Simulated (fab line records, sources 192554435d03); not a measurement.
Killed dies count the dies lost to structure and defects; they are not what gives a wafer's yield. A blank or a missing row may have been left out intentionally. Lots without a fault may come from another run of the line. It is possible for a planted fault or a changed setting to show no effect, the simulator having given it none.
Matching of chambers | flow n5 finfet | 4 sister chambers for N5_GATE_CUT_SAC_CAP_01 on ald sin-04
The step material SiNx, target thk 24 nm, pulse time 1 s, ald cycles 480. 8 wafers are shown with their chamber, then 11 later ones without.

== WAFERS WITH THEIR CHAMBER ==
wafer  | chamber | heater power w (W) | heater power outer w (W)
L079.1 | 3       | 692                | 426
L079.5 | 3       | 672                | 428
L081.3 | 2       | 877                | 513
L081.4 | 1       | 914                | 576
L081.6 | 2       | 869                | 517
L083.4 | 1       | 934                | 579
L083.5 | 0       | 836                | 478
L086.1 | 0       | 815                | 490

== WAFERS WHOSE CHAMBER IS MISSING ==
wafer  | heater power w (W) | heater power outer w (W)
L086.5 | 927                | 579
L086.6 | 865                | 526
L090.2 | 866                | 517
L090.3 | 926                | 578
L090.4 | 691                | 431
L091.2 | 810                | 476
L091.3 | 878                | 508
L091.5 | 964                | 578
L094.2 | 929                | 595
L094.3 | 845                | 478
L094.4 | 909                | 522

== WHICH CHAMBER EACH ONE RAN IN ==
wafer  | from the rows above | in truth
L086.5 | 1                   | 1
L086.6 | 2                   | 2
L090.2 | 2                   | 2
L090.3 | 1                   | 1
L090.4 | 3                   | 3
L091.2 | 0                   | 0
L091.3 | 2                   | 2
L091.5 | 1                   | 1
L094.2 | 1                   | 1
L094.3 | 0                   | 0
L094.4 | 2                   | 2
11 of 11 placed correctly. From these rows, 0 cannot be placed. 0 placed wrongly.
How it was worked out, from the rows above alone: a wafer's distance from a chamber is the root of the sum, over the readings, of the square of ((its reading less the chamber's mean) divided by the reading's scatter). The wafer belongs to the nearest chamber; if the next one is less than 2 further off, it can't be placed. Each chamber's mean is taken over the wafers shown for it. How the scatter is found: for the shown wafers, subtract from each reading the mean of its chamber, square and add these, divide the total by (wafers less chambers), then take the root.
